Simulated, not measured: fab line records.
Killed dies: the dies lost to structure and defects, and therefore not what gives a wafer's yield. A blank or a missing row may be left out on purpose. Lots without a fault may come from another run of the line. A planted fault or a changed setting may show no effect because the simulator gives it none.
Which tool was responsible?	flow n5-finfet	30 wafers from 10 lots sampled at 5 of the route's 1938 steps

## WHAT EACH GAUGE READ, for each wafer
N5_BEOL_M4_RC_MEAS_101. Usual: DIBL_N 36.0 mV/V, standard deviation 1.3; DIBL_P 36.2 mV/V, standard deviation 1.7; IOFF_N 0.155 nA/um, standard deviation 0.024; IOFF_P 0.21 nA/um, standard deviation 0.034; ION_N 674 uA/um, standard deviation 9; ION_P 463 uA/um, standard deviation 7.1; SS_N 71.4 mV/dec, standard deviation 0.5; SS_P 73.4 mV/dec, standard deviation 0.57; VT_N 250.0 mV, standard deviation 2.8; VT_P -251 mV, standard deviation 3.2.
lot	measured	on	DIBL_N (mV/V)	DIBL_P (mV/V)	IOFF_N (nA/um)	IOFF_P (nA/um)	ION_N (uA/um)	ION_P (uA/um)	SS_N (mV/dec)	SS_P (mV/dec)	VT_N (mV)	VT_P (mV)	flag
L354	day 9 19:06	prober-01	34.4 32.8 34.7	34.2 32.1 34.6	0.113 0.097 0.123	0.17 0.14 0.18	654 654 664	457 454 460	70.8 70.5 71.1	72.5 72.9 73.6	255.3 255.2 254.6	-254 -256 -253	
L355	day 11 04:40	prober-01	35.0 37.0 36.8	35.0 37.2 37.1	0.125 0.158 0.155	0.17 0.20 0.20	663 673 667	455 454 458	71.2 72.1 71.5	73.1 73.6 73.3	253.3 252.0 248.5	-254 -251 -251	
L356	day 11 09:54	prober-01	35.8 35.7 37.3	35.3 35.4 37.0	0.143 0.144 0.171	0.18 0.19 0.20	675 675 680	457 458 459	71.1 70.8 71.6	72.9 73.4 73.3	250.7 251.6 249.7	-252 -252 -251	
L358	day 11 18:32	prober-01	36.0 36.1 35.8	37.6 37.5 36.5	0.164 0.170 0.153	0.23 0.24 0.21	681 684 684	467 474 473	71.3 71.3 71.1	73.5 72.8 73.8	247.5 249.1 250.3	-249 -248 -250	
L361	day 12 05:06	prober-01	37.7 35.2 38.3	38.9 34.5 39.2	0.166 0.118 0.181	0.21 0.15 0.22	681 655 676	468 447 467	72.4 71.3 71.6	73.9 72.2 73.0	249.4 251.3 248.6	-251 -257 -251	
L362	day 12 11:48	prober-02	36.0 35.0 35.2	37.5 35.7 36.4	0.157 0.144 0.153	0.21 0.18 0.19	672 667 678	459 452 462	71.7 71.4 70.7	73.4 73.0 74.2	250.7 251.3 250.9	-251 -252 -251	
L363	day 12 12:08	prober-01	37.8 35.8 36.3	37.2 35.1 35.3	0.186 0.156 0.159	0.20 0.18 0.18	682 681 671	457 458 460	72.0 70.8 70.4	73.3 73.1 73.6	248.8 248.2 250.2	-254 -255 -255	
L366	day 13 07:53	prober-01	32.6 34.1 34.0	33.0 34.6 34.4	0.126 0.147 0.142	0.17 0.19 0.19	665 671 668	462 461 451	70.7 71.9 71.4	72.7 73.3 73.1	251.9 247.8 248.8	-253 -251 -250	
L371	day 14 10:12	prober-01	35.4 34.7 35.4	37.6 37.2 38.1	0.143 0.137 0.149	0.19 0.18 0.20	670 666 676	459 456 467	71.4 71.4 72.0	73.7 73.1 73.9	252.1 250.1 250.3	-254 -253 -251	
L373	day 14 15:31	prober-01	36.7 37.5 36.4	36.2 37.5 36.1	0.164 0.180 0.156	0.24 0.26 0.23	680 683 680	473 476 472	72.1 72.1 72.2	73.5 74.1 73.3	250.9 251.2 250.9	-246 -246 -247	

## WHAT TOOL EACH LOT RAN ON (gives the tool, then ch and the chambers of the sampled wafers, and finally the start)
lot	N5_BEOL_M3_STRIP_97	N5_BEOL_M3_CVD_47	N5_BEOL_M3_ANNEAL_80	N5_BEOL_M3_SPUTTER_88
L354	rie-diel-03 ch 0,2,3, day 8 11:28 or earlier	cvd-co-01 ch 1,2, day 8 11:28	pvd-sputter-01, day 8 11:55	pvd-sputter-01, day 8 12:30
L355	rie-diel-01 ch 1,2, day 9 22:02 or earlier	cvd-co-02 ch 0,1,2, day 9 22:02	pvd-sputter-02, day 9 22:30	pvd-sputter-02, day 9 23:05
L356	rie-diel-03 ch 0,2,3, day 9 22:08 or earlier	cvd-co-01 ch 0,1, day 9 22:08	pvd-sputter-03, day 9 22:50	pvd-sputter-03, day 9 23:25
L358	rie-diel-06 ch 0,2,3, day 10 01:42 or earlier	cvd-co-02 ch 1,2, day 10 01:42	pvd-sputter-01, day 10 02:17	pvd-sputter-01, day 10 02:52
L361	rie-diel-03 ch 2,3, day 10 15:12 or earlier	cvd-co-02 ch 0,1, day 10 15:12	pvd-sputter-01, day 10 15:40	pvd-sputter-01, day 10 16:14
L362	rie-diel-01 ch 0,1,2, day 10 19:39 or earlier	cvd-co-01 ch 0,2, day 10 19:39	pvd-sputter-03, day 10 20:09	pvd-sputter-03, day 10 20:44
L363	rie-diel-06 ch 0,3, day 10 22:35 or earlier	cvd-co-02 ch 0,1, day 10 22:35	pvd-sputter-03, day 10 23:02	pvd-sputter-03, day 10 23:37
L366	rie-diel-01 ch 1,3, day 11 15:25 or earlier	cvd-co-02 ch 0,1,2, day 11 15:25	pvd-sputter-02, day 11 15:52	pvd-sputter-02, day 11 16:27
L371	rie-diel-01 ch 1,2,3, day 13 09:22 or earlier	cvd-co-02 ch 0,1,2, day 13 09:22	pvd-sputter-03, day 13 09:55	pvd-sputter-03, day 13 10:29
L373	rie-diel-06 ch 0,2,3, day 14 02:24 or earlier	cvd-co-02 ch 1,2, day 14 02:24	pvd-sputter-02, day 14 02:53	pvd-sputter-02, day 14 03:28
- N5_BEOL_M3_STRIP_97: strips in N2/H2, time 10 s.
- N5_BEOL_M3_CVD_47: deposits Co from CCTBA/H2, target thk 3 nm, time 223.8 s.
- N5_BEOL_M3_ANNEAL_80: time 240 s.
- N5_BEOL_M3_SPUTTER_88: material Cu, target thk 4.5 nm, time 8.29 s.

## WHAT THE TOOLS THEMSELVES READ (means of the sampled wafers that have a number; where no wafer has one, the mark that the record gives instead)
N5_BEOL_M3_STRIP_97. Usual: drypump-motor-current-A 5.9 A, standard deviation 0.56; oes-product-au 0.78 a.u., standard deviation 0.072; rf-vpp-V 59.2 V, standard deviation 0.85; showerhead-plenum-p-Torr 2.54 Torr, standard deviation 0.083; throttle-valve-pct 23.82 %, standard deviation 0.19.
lot	tool	drypump-motor-current-A (A)	oes-product-au (a.u.)	rf-vpp-V (V)	showerhead-plenum-p-Torr (Torr)	throttle-valve-pct (%)	flag
L354	rie-diel-03	5.3	0.80	59.4	2.59	23.72	
L355	rie-diel-01	6.4	0.85	59.0	2.65	23.92	
L356	rie-diel-03	5.3	0.78	59.3	2.58	23.74	
L358	rie-diel-06	6.0	0.76	58.7	2.54	23.97	
L361	rie-diel-03	5.1	0.79	60.1	2.62	23.69	
L362	rie-diel-01	6.4	0.81	59.4	2.56	23.90	
L363	rie-diel-06	5.6	0.76	59.3	2.58	24.07	
L366	rie-diel-01	6.1	0.85	59.2	2.50	23.66	
L371	rie-diel-01	6.2	0.82	59.0	2.56	23.82	
L373	rie-diel-06	6.0	0.83	59.4	2.53	23.93	

N5_BEOL_M3_CVD_47. Usual: run-length-s reads 246.2 s (standard deviation 0.41).
lot	tool	run-length-s (s)	flag
L354	cvd-co-01	246.4	
L355	cvd-co-02	246.2	
L356	cvd-co-01	246.5	
L358	cvd-co-02	245.8	
L361	cvd-co-02	246.4	
L362	cvd-co-01	246.0	
L363	cvd-co-02	246.5	
L366	cvd-co-02	246.5	
L371	cvd-co-02	181.4	OFF
L373	cvd-co-02	224.4	OFF

N5_BEOL_M3_ANNEAL_80. Usual: heater-power-w reads 832 W (standard deviation 72).
lot	tool	heater-power-w (W)	flag
L354	pvd-sputter-01	905	
L355	pvd-sputter-02	785	
L356	pvd-sputter-03	793	
L358	pvd-sputter-01	834	
L361	pvd-sputter-01	902	
L362	pvd-sputter-03	797	
L363	pvd-sputter-03	783	
L366	pvd-sputter-02	855	
L371	pvd-sputter-03	845	
L373	pvd-sputter-02	827	

N5_BEOL_M3_SPUTTER_88. Usual: chamber-pressure-pa 0.06999 Pa, standard deviation 0.00014; throttle-valve-pct 29.8 %, standard deviation 1.1.
lot	tool	chamber-pressure-pa (Pa)	throttle-valve-pct (%)	flag
L354	pvd-sputter-01	0.07000	29.5	
L355	pvd-sputter-02	0.06987	29.1	
L356	pvd-sputter-03	0.06987	30.8	
L358	pvd-sputter-01	0.07019	29.7	
L361	pvd-sputter-01	0.06996	29.5	
L362	pvd-sputter-03	0.07003	29.9	
L363	pvd-sputter-03	0.07014	30.5	
L366	pvd-sputter-02	0.07011	28.1	
L371	pvd-sputter-03	0.06998	30.4	
L373	pvd-sputter-02	0.07008	30.2	

## THE ANSWER, worked out from the rows above alone
Rule: lot off if the mean of its wafers having a number is beyond 3 standard deviations from the usual mean. Also off: a lot with no number at a reading for which 4 or more lots have one. All remaining lots with rows at the step are treated as sound. The gauges are gone through in route order, then the tools' own readings, and for those a lot's mean is taken as printed above. At the first step where some lot is off, the reading lying furthest off is the one used; lots without a number count as furthest.
Off: L371, L373 (N5_BEOL_M3_CVD_47, run-length-s).
A tool fits if, at that step or a process step before it, it ran every lot that is off, and no sound lot after the first of them. N5_BEOL_M3_STRIP_97 gives no start for some lots, so the hours and the order of its lots are those of N5_BEOL_M3_CVD_47. One candidate fits, namely cvd-co-02 at N5_BEOL_M3_CVD_47. A fault onset in the window from L366 (day 11 15:25, its last sound lot) to L371 (day 13 09:22, its first lot off) fits.
The tool's own readings at N5_BEOL_M3_CVD_47 bear it out: on the lots that are off they differ by more than 5 times the standard deviation of the sound lots' means. run-length-s reads 202.9 s there against 246.3 s on the sound lots.

## WHAT THE SIMULATOR HAD INSERTED
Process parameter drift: cvd-co-02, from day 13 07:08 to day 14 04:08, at N5_BEOL_M3_CVD_47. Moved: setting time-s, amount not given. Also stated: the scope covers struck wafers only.
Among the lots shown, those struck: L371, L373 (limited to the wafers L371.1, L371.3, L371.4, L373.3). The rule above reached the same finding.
